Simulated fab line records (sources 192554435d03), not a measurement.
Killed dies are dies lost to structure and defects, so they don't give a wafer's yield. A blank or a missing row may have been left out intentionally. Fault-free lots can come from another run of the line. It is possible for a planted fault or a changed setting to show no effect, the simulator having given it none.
Matching of chambers | flow n5_finfet | rie_diel-05 running N5_BEOL_M2_STRIP_66: 4 sister chambers
The step strips in CF4. 4 wafers are shown with their chamber, then 7 later ones without.

== EACH WAFER AND ITS CHAMBER ==
wafer  | chamber | showerhead_plenum_p_Torr (Torr)
L084.1 | 1       | 1.86
L084.4 | 2       | 1.82
L086.1 | 3       | 1.76
L086.2 | 0       | 1.83

== WAFERS MISSING THEIR CHAMBER ==
wafer  | showerhead_plenum_p_Torr (Torr)
L086.3 | 1.82
L087.2 | 1.83
L087.4 | 1.76
L087.6 | 1.83
L094.2 | 1.81
L094.5 | 1.85
L094.6 | 1.81

== WHICH CHAMBER EACH ONE RAN IN ==
wafer  | from the rows above     | in truth
L086.3 | can't be placed: 2 or 0 | 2
L087.2 | can't be placed: 0 or 2 | 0
L087.4 | 3                       | 3
L087.6 | can't be placed: 0 or 2 | 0
L094.2 | can't be placed: 2 or 0 | 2
L094.5 | can't be placed: 1 or 0 | 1
L094.6 | can't be placed: 2 or 0 | 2
Correct placement for 1 of the 7. Cannot be placed on the basis of these rows: 6; the candidates contain the true chamber in 6. Wrongly placed: 0.
How it was worked out, from the rows above alone: a wafer's distance from a chamber is the root of the sum, over the readings, of the square of ((its reading less the chamber's mean) divided by the reading's scatter). The wafer belongs to the nearest chamber; if the next one is less than 2 further off, it can't be placed. For every chamber, the mean is computed from those of its wafers that are shown. The scatter: with one shown wafer a chamber, the root of the mean of the squares of how far each hidden wafer lies from its nearest shown one.
